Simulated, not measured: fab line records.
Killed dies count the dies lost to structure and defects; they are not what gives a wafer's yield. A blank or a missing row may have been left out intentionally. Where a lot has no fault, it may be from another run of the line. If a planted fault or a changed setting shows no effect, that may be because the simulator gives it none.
Struck lot and sound lot, side by side ; flow n5_finfet ; 40 steps out of a route of 1938
Sound: these wafers, L583.1, L583.2, L583.6. Struck: wafers L579.2, L579.3, L579.6. The cause is named last.
Order at every step that has rows: each side's tool, ch and its chambers, its first start. Under that, the readings that differ: sound wafers ; struck wafers ; difference of the means ; sigmas: that difference in standard deviations of wafers without a fault.
alike: words and numbers the same on both sides, and readings whose means are apart by under 2 such deviations; not compared: readings that were withheld, readings missing a value for some wafer, numbers with overlapping values and no deviation given by the record, and bounds like >300 which may hide the same value.
The two part at a step that has a row with sigmas, a row that says differs or no value, or rows on one side only. Numbers that have no deviation but don't overlap get no sigmas and don't part them. A reading missing from all wafers of one side parts the sides only when that side holds two or more wafers.

first, 10 steps without rows for these wafers: N5_HKMG_FIN_CMP_23 (polishes, stops on SiNx, t overpolish 10 s, target thk 46.326 nm); N5_HKMG_FIN_CMP_94 (polishes, stops on SiNx, t overpolish 4.7 s, target thk 43.299 nm); N5_GATE_CUT_ETCHBACK_00 (etches W in SF6/Cl2); N5_GATE_CUT_ETCH_56 (etches TiN in Cl2/Ar, target depth 21.6 nm); N5_GATE_CUT_ETCHBACK_30 (etches TiN in Cl2/Ar, target depth 3 nm); N5_GATE_CUT_VAPOR_ETCH_60 (etches HfO2 in BCl3/Cl2); N5_GATE_CUT_ETCH_58 (etches SiNx in CH3F/O2, target depth 17 nm, time 128.6 s); N5_GATE_CUT_STRIP_59 (strips in N2/H2, time 20 s); N5_GATE_CUT_PRECLEAN_31 (cleans in DIW, time 300 s); N5_GATE_CUT_SRD_32 (time 30 s).
N5_GATE_CUT_SAC_CAP_01: material SiNx, target thk 24 nm, pulse time 1 s, ald cycles 480.
  sound on ald_sin-04 ch 2,3, day 10 08:00; struck on ald_sin-04 ch 0,1, day 9 01:01
  no value came back on the struck wafers for any of 5 readings (ald_cycles, chamber_pressure_Torr (Torr) and others); on the sound wafers ald_cycles reads 480 480 480
then, 21 steps without rows for these wafers: N5_GATE_CUT_PECVD_57 (deposits SiNx from SiH4/NH3/N2, target thk 21 nm); N5_GATE_CUT_CMP_02 (polishes, stops on SiO2, t overpolish 12.7 s, target thk 0 nm); N5_GATE_CUT_HM_DEP_46 (deposits SiO2 from TEOS/O2, target thk 130 nm, time 26.6 s); N5_GATE_CUT_COAT_34 (time 60 s, resist thk 60 nm); N5_GATE_CUT_COAT_35 (time 60 s, resist thk 10 nm); N5_GATE_CUT_COAT_27 (time 60 s, resist thk 10 nm); N5_GATE_CUT_COAT_07 (resist thk 30 nm); N5_GATE_CUT_EBR_09; N5_GATE_CUT_SOFTBAKE_08 (time 60 s); N5_GATE_CUT_EXPOSE_10 (exposes mask GATE CUT, target cd 20 nm); N5_GATE_CUT_PEB_11 (peb time 60 s); N5_GATE_CUT_DEVELOP_12 (develop time 30 s); N5_GATE_CUT_DESCUM_18 (chemistry O2, time 7 s); N5_GATE_CUT_ETCH_28 (etches underlayer in N2/H2, target depth 13 nm, time 10.4 s); N5_GATE_CUT_ETCH_36 (etches SiARC in CF4, target depth 13 nm, time 21.7 s); N5_GATE_CUT_ETCH_37 (etches SOC in N2/H2, target depth 60 nm, overetch 12 nm, time 90 s); N5_GATE_CUT_STRIP_38 (strips in N2/H2); N5_GATE_CUT_STRIP_39 (strips in N2/H2); N5_GATE_CUT_HM_OPEN_40 (chemistry C4F6/O2, target SiO2, target depth 139 nm, time 85.1 s); N5_GATE_CUT_STRIP_41 (strips in CF4); N5_GATE_CUT_STRIP_42 (strips in O2).
N5_GATE_CUT_ETCH_19: etches SiNx in CH3F/O2, target depth 53.7 nm, time 76.7 s.
  sound on rie_diel-06 ch 0,2,3, day 10 11:23; struck on rie_diel-01 ch 0,2, day 9 04:41
reading;sound;struck;difference;sigmas
etch_rf_on_time_s (s);77.9 78.0 76.9;6.0 6.0 6.0;-71.6;-80
oes_product_au (a.u.);0.58 0.65 0.67;0.31 0.35 0.30;-0.31;-4
model.GATE_CUT.cd_nm (nm);20.2 20.2 20.2;19.2 19 19.4;-1.0;
  alike: drypump_motor_current_A, mfc_ar_sccm, rf_vpp_V, showerhead_plenum_p_Torr, throttle_valve_pct
  not compared: rf_hours_counter_h, model.SiO2_of_GATE_CUT_HM_DEP_46.thk_nm
then, 3 steps without rows for these wafers: N5_GATE_CUT_CUT_ETCH_53 (etches W in SF6/Cl2, target depth 79.2 nm); N5_GATE_CUT_CUT_ETCH_54 (etches TiN in Cl2/BCl3, target depth 96.7 nm); N5_GATE_CUT_CUT_ETCH_55 (etches HfO2 in BCl3, target depth 3.2 nm).
N5_GATE_CUT_ETCH_47: etches SiO2 in Cl2/BCl3, target depth 10 nm.
  sound on rie_metal-02 ch 0, day 10 11:48; struck on rie_metal-03 ch 0, day 9 04:56
reading;sound;struck;difference;sigmas
drypump_motor_current_A (A);6.2 6.2 6.2;5.4 5.3 5.3;-0.9;-3
model.GATE_CUT.cd_nm (nm);20.6 20.4 20.2;19.2 19.2 19.4;-1.1;
  alike: mfc_ar_sccm, oes_product_au, throttle_valve_pct
  not compared: rf_hours_counter_h
N5_GATE_CUT_CMP_23: polishes, stops on SiO2, t overpolish 23.4 s, target thk 16 nm.
  sound on cmp-01 ch 2,3, day 10 13:42; struck on cmp-01 ch 0,1, day 9 06:43
reading;sound;struck;difference;sigmas
motor_current_A (A);9.8 11.4 10.0;9.6 7.2 6.9;-2.5;-2
  alike: edge_zone_pressure_frac, overpolish_run_s, time_to_endpoint_s
  not compared: model.SiO2_of_GATE_CUT_HM_DEP_46.thk_nm
N5_BEOL_M4_RC_MEAS_101:
  the record has rows for the sound wafers here (prober-02 ch 0, day 16 04:23) and none for the struck ones
-- a jump in the record: the struck wafers' starts before and after are 13 days apart (it breaks off in module BEOL_M4 and resumes in module PASSIVATION, where the first step shown is number 1936 of the route) --
N5_PASSIVATION_PROBE_49:
  sound: prober-02 at day 21 04:08; struck: prober-01 at day 22 18:19
reading;sound;struck;difference;sigmas
defect_limited_yield (%);90.2 91.4 91.5;0 0 0;-91;-76
killed_at_M0_to_M3;46 44 38;2 10 14;-34;-3
killed_at_M4_up;14 15 11;4 2 3;-10;-2
killed_at_front_end;50 36 35;1172 1167 1161;+1126;+99 or more
killed_dies;116 102 100;1180 1180 1180;+1074;+72
killed_on_rim;13 5 18;152 152 152;+140;+39
killed_open;77 71 65;10 9 13;-60;-5
killed_short;39 25 33;4 7 10;-25;-4
sort_bin_5_function (%);5.8 4.7 4.8;73.0 72.7 72.3;+67.6;+79
sort_n_pass;1064 1078 1080;0 0 0;-1074;-72
sort_yield_pct (%);90.2 91.4 91.5;0 0 0;-91;-76
  alike: killed_at_contacts, killed_at_other, sort_bin_6_memory

WHERE THEY PART
First at N5_GATE_CUT_SAC_CAP_01; last, within this record, at N5_PASSIVATION_PROBE_49.

WHY: what had been put in by the simulator
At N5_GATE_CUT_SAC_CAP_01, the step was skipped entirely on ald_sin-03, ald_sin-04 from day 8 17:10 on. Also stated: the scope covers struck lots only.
